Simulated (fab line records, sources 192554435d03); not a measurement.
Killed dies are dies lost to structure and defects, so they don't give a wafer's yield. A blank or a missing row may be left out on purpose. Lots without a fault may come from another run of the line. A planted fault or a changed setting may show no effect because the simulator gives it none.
Which tool did it? | flow n5_finfet | 10 lots, 30 wafers sampled, at 6 steps of a route of 1938

WHAT THE GAUGES READ, wafer by wafer
N5_STI_FIN_REVEAL_FIN_H_MEAS_10. Usual: trench_depth_nm 52.0 nm, standard deviation 0.55.
lot  | measured    | on     | trench_depth_nm (nm) | flag
L596 | day 2 20:17 | ocd-02 | 52.1 51.8 51.5       |
L597 | day 3 02:39 | ocd-02 | 50.9 52.6 52.1       |
L598 | day 3 07:47 | ocd-02 | 53.3 53.3 53.6       |
L601 | day 4 03:07 | ocd-02 | 52.0 52.3 52.3       |
L605 | day 5 01:02 | ocd-02 | 52.0 51.5 52.3       |
L607 | day 5 13:41 | ocd-02 | 51.4 52.1 51.7       |
L608 | day 5 19:26 | ocd-01 | 52.0 51.9 51.2       |
L610 | day 6 08:44 | ocd-02 | 51.3 51.3 51.1       |
L611 | day 6 13:59 | ocd-01 | 52.1 58.1 57.5       | OFF
L613 | day 7 01:04 | ocd-02 | 52.7 52.6 52.8       |

N5_BEOL_M4_RC_MEAS_101. Usual: DIBL_N 36.6 mV/V, standard deviation 1.3; DIBL_P 36.4 mV/V, standard deviation 1.4; IOFF_N 0.167 nA/um, standard deviation 0.023; IOFF_P 0.219 nA/um, standard deviation 0.029; ION_N 678 uA/um, standard deviation 8.7; ION_P 464 uA/um, standard deviation 6.4; SS_N 71.5 mV/dec, standard deviation 0.53; SS_P 73.4 mV/dec, standard deviation 0.57; VT_N 248.5 mV, standard deviation 2.8; VT_P -249 mV, standard deviation 3.1.
lot  | measured     | on        | DIBL_N (mV/V)  | DIBL_P (mV/V)  | IOFF_N (nA/um)    | IOFF_P (nA/um)    | ION_N (uA/um) | ION_P (uA/um) | SS_N (mV/dec)  | SS_P (mV/dec)  | VT_N (mV)         | VT_P (mV)      | flag
L596 | day 9 06:21  | prober-01 | 39.7 37.9 37.8 | 38.0 35.7 35.3 | 0.211 0.180 0.174 | 0.267 0.226 0.220 | 692 686 674   | 469 469 463   | 72.4 71.0 71.6 | 74.2 73.1 72.9 | 244.7 245.5 247.3 | -246 -248 -249 |
L597 | day 9 04:13  | prober-02 | 35.3 34.1 34.1 | 33.7 32.7 33.6 | 0.136 0.125 0.129 | 0.182 0.170 0.179 | 658 659 668   | 455 458 458   | 70.3 70.5 70.8 | 73.0 72.9 72.8 | 255.9 253.4 253.7 | -250 -250 -251 |
L598 | day 9 01:15  | prober-02 | 35.6 37.3 36.9 | 34.5 36.0 36.0 | 0.152 0.181 0.180 | 0.219 0.244 0.244 | 676 685 679   | 470 472 468   | 71.3 71.9 71.7 | 73.5 73.3 73.9 | 247.8 246.9 249.0 | -246 -247 -245 |
L601 | day 10 10:31 | prober-02 | 39.2 37.6 38.4 | 38.2 36.8 37.3 | 0.191 0.175 0.176 | 0.240 0.219 0.224 | 684 681 684   | 465 464 466   | 72.3 72.0 72.6 | 73.7 72.9 73.1 | 248.0 247.0 248.2 | -246 -248 -246 |
L605 | day 12 19:20 | prober-01 | 34.9 36.6 34.6 | 34.7 36.5 34.2 | 0.144 0.170 0.131 | 0.182 0.208 0.178 | 674 669 665   | 460 458 461   | 71.2 71.6 70.7 | 72.9 73.3 72.7 | 250.8 247.6 249.1 | -253 -249 -251 |
L607 | day 13 02:11 | prober-02 | 35.6 36.8 35.9 | 34.4 36.1 35.5 | 0.148 0.175 0.152 | 0.192 0.229 0.214 | 673 687 671   | 458 468 464   | 70.7 71.4 71.7 | 73.2 73.6 73.0 | 250.9 248.2 248.8 | -250 -248 -248 |
L608 | day 13 17:03 | prober-01 | 35.5 36.0 36.7 | 37.1 38.0 38.3 | 0.165 0.177 0.189 | 0.201 0.215 0.210 | 674 673 670   | 460 457 455   | 71.6 71.8 72.2 | 74.1 74.1 74.1 | 248.2 249.4 247.0 | -253 -253 -251 |
L610 | day 13 08:50 | prober-02 | 37.3 38.8 37.2 | 36.1 38.8 35.9 | 0.187 0.219 0.182 | 0.241 0.290 0.238 | 675 681 669   | 464 468 459   | 72.4 72.3 72.7 | 73.5 75.0 73.2 | 248.6 245.4 246.7 | -245 -244 -246 |
L611 | day 14 05:10 | prober-01 | 36.7 35.4 33.8 | 35.2 36.1 34.1 | 0.151 0.152 0.127 | 0.167 0.181 0.159 | 675 725 717   | 448 503 493   | 72.3 71.2 71.1 | 73.0 72.9 72.1 | 250.5 246.8 250.5 | -255 -255 -252 | OFF
L613 | day 14 20:09 | prober-02 | 35.9 35.2 36.6 | 35.4 35.2 36.0 | 0.156 0.148 0.169 | 0.219 0.225 0.230 | 675 681 681   | 464 472 466   | 70.9 70.5 70.9 | 73.2 73.5 73.4 | 246.8 249.7 246.5 | -250 -248 -248 |

WHICH TOOL RAN EACH LOT (tool, then ch and the chambers of the sampled wafers, then the start)
lot  | N5_STI_FIN_REVEAL_ALD_00         | N5_STI_FIN_REVEAL_ALD_14         | N5_STI_FIN_REVEAL_RECESS_09       | N5_DUMMY_GATE_ALD_02
L596 | ald_sin-01 ch 0,2,3, day 2 11:05 | ald_sin-01 ch 0,2,3, day 2 11:08 | vapor_etch-02 ch 0,1, day 2 17:35 | ald_sin-01 ch 0,2, day 2 20:28
L597 | ald_sin-03 ch 1,2,3, day 2 17:31 | ald_sin-03 ch 1,2,3, day 2 17:34 | vapor_etch-02 ch 0,1, day 2 23:35 | ald_sin-02 ch 1,2,3, day 3 02:50
L598 | ald_sin-03 ch 0,3, day 2 22:10   | ald_sin-03 ch 0,3, day 2 22:13   | vapor_etch-01 ch 0,1, day 3 04:59 | ald_sin-02 ch 0,3, day 3 07:58
L601 | ald_sin-01 ch 0,1,2, day 3 18:13 | ald_sin-01 ch 0,1,2, day 3 18:16 | vapor_etch-02 ch 0,1, day 4 00:25 | ald_sin-04 ch 0,2,3, day 4 03:19
L605 | ald_sin-03 ch 0,1,2, day 4 15:52 | ald_sin-03 ch 0,1,2, day 4 15:55 | vapor_etch-02 ch 0,1, day 4 22:20 | ald_sin-01 ch 0,1, day 5 01:13
L607 | ald_sin-03 ch 1,2,3, day 5 04:11 | ald_sin-03 ch 1,2,3, day 5 04:14 | vapor_etch-02 ch 0,1, day 5 10:59 | ald_sin-02 ch 1,2,3, day 5 13:52
L608 | ald_sin-04 ch 0,3, day 5 10:25   | ald_sin-04 ch 0,3, day 5 10:28   | vapor_etch-02 ch 1, day 5 16:38   | ald_sin-02 ch 0,1, day 5 19:38
L610 | ald_sin-03 ch 0,1,3, day 5 23:58 | ald_sin-03 ch 0,1,3, day 6 00:01 | vapor_etch-01 ch 0,1, day 6 06:02 | ald_sin-04 ch 0,2,3, day 6 08:55
L611 | ald_sin-01 ch 0,1,2, day 6 05:22 | ald_sin-01 ch 0,1,2, day 6 05:25 | vapor_etch-02 ch 0,1, day 6 11:16 | ald_sin-04 ch 2,3, day 6 14:22
L613 | ald_sin-01 ch 0,2, day 6 16:00   | ald_sin-01 ch 0,2, day 6 16:03   | vapor_etch-01 ch 0,1, day 6 22:22 | ald_sin-04 ch 1,2, day 7 01:14
- N5_STI_FIN_REVEAL_ALD_00: deposits SiO2, target thk 1 nm, pulse time 1 s.
- N5_STI_FIN_REVEAL_ALD_14: deposits Si3N4, target thk 3 nm.
- N5_STI_FIN_REVEAL_RECESS_09: chemistry HF/NH3, target SiO2, afs cycles 11, target depth 42.5 nm, sublimation time 60 s.
- N5_DUMMY_GATE_ALD_02: deposits SiO2, target thk 2 nm, pulse time 1 s.

WHAT THE TOOLS THEMSELVES READ (means of the sampled wafers that have a number; where no wafer has one, the mark that the record gives instead)
N5_STI_FIN_REVEAL_ALD_00. Usual: heater_power_w 455 W, standard deviation 45; precursor_pulse_height_rel 1.000, standard deviation 0.021.
lot  | tool       | heater_power_w (W) | precursor_pulse_height_rel | flag
L596 | ald_sin-01 | 440                | 0.985                      |
L597 | ald_sin-03 | 446                | 0.973                      |
L598 | ald_sin-03 | 406                | 0.985                      |
L601 | ald_sin-01 | 449                | 1.015                      |
L605 | ald_sin-03 | 435                | 0.993                      |
L607 | ald_sin-03 | 453                | 1.010                      |
L608 | ald_sin-04 | 472                | 0.984                      |
L610 | ald_sin-03 | 440                | 1.001                      |
L611 | ald_sin-01 | 454                | 0.993                      |
L613 | ald_sin-01 | 418                | 1.002                      |

N5_STI_FIN_REVEAL_ALD_14. Usual: heater_power_w 812 W, standard deviation 80.
lot  | tool       | heater_power_w (W) | flag
L596 | ald_sin-01 | 783                |
L597 | ald_sin-03 | 804                |
L598 | ald_sin-03 | 734                |
L601 | ald_sin-01 | 782                |
L605 | ald_sin-03 | 792                |
L607 | ald_sin-03 | 794                |
L608 | ald_sin-04 | 843                |
L610 | ald_sin-03 | 779                |
L611 | ald_sin-01 | 805                |
L613 | ald_sin-01 | 734                |

N5_STI_FIN_REVEAL_RECESS_09. Usual: drypump_motor_current_A 5.6 A, standard deviation 0.61; temp_c 30.01 C, standard deviation 0.11.
lot  | tool          | drypump_motor_current_A (A) | temp_c (C) | flag
L596 | vapor_etch-02 | 5.2                         | 29.99      |
L597 | vapor_etch-02 | 5.1                         | 29.97      |
L598 | vapor_etch-01 | 6.1                         | 30.06      |
L601 | vapor_etch-02 | 5.2                         | 30.00      |
L605 | vapor_etch-02 | 5.1                         | 29.98      |
L607 | vapor_etch-02 | 5.1                         | 30.07      |
L608 | vapor_etch-02 | 5.4                         | 30.11      |
L610 | vapor_etch-01 | 5.7                         | 30.06      |
L611 | vapor_etch-02 | 5.2                         | 30.06      |
L613 | vapor_etch-01 | 5.7                         | 30.03      |

N5_DUMMY_GATE_ALD_02. Usual: heater_power_w 490 W, standard deviation 56; precursor_pulse_height_rel 0.998, standard deviation 0.02.
lot  | tool       | heater_power_w (W) | precursor_pulse_height_rel | flag
L596 | ald_sin-01 | 426                | 0.994                      |
L597 | ald_sin-02 | 526                | 0.986                      |
L598 | ald_sin-02 | 491                | 0.991                      |
L601 | ald_sin-04 | 498                | 0.988                      |
L605 | ald_sin-01 | 453                | 1.007                      |
L607 | ald_sin-02 | 524                | 1.010                      |
L608 | ald_sin-02 | 483                | 1.005                      |
L610 | ald_sin-04 | 497                | 1.010                      |
L611 | ald_sin-04 | 487                | 0.990                      |
L613 | ald_sin-04 | 525                | 1.011                      |

THE ANSWER, worked out from the rows above alone
Rule: a lot is off if the mean of its wafers that have a number lies more than 3 standard deviations from the usual mean. A lot without any number at a reading at which 4 lots or more have one is off too. The other lots that the step has rows for count as sound. The gauges are gone through in route order, then the tools' own readings, and for those a lot's mean is taken as printed above. The first step at which some lot is off is used, and at that step the reading that is off furthest; a lot without a number counts as furthest.
Off: L611, at N5_STI_FIN_REVEAL_FIN_H_MEAS_10 (trench_depth_nm).
A tool fits if, at a process step before that reading, it ran every lot that is off, and no sound lot after the first of them. The gauges at N5_STI_FIN_REVEAL_FIN_H_MEAS_10 aren't tried: what is off there is off at N5_BEOL_M4_RC_MEAS_101 too, on other tools, and a gauge's error can't cause that. One fits: vapor_etch-02 at N5_STI_FIN_REVEAL_RECESS_09. Its last sound lot is L608 (day 5 16:38), its first lot that is off L611 (day 6 11:16): a fault that began between those two fits.

WHAT THE SIMULATOR HAD PUT IN
Process parameter drift: vapor_etch-02, from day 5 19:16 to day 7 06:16, at N5_STI_FIN_REVEAL_RECESS_09. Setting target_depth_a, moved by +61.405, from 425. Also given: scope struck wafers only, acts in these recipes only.
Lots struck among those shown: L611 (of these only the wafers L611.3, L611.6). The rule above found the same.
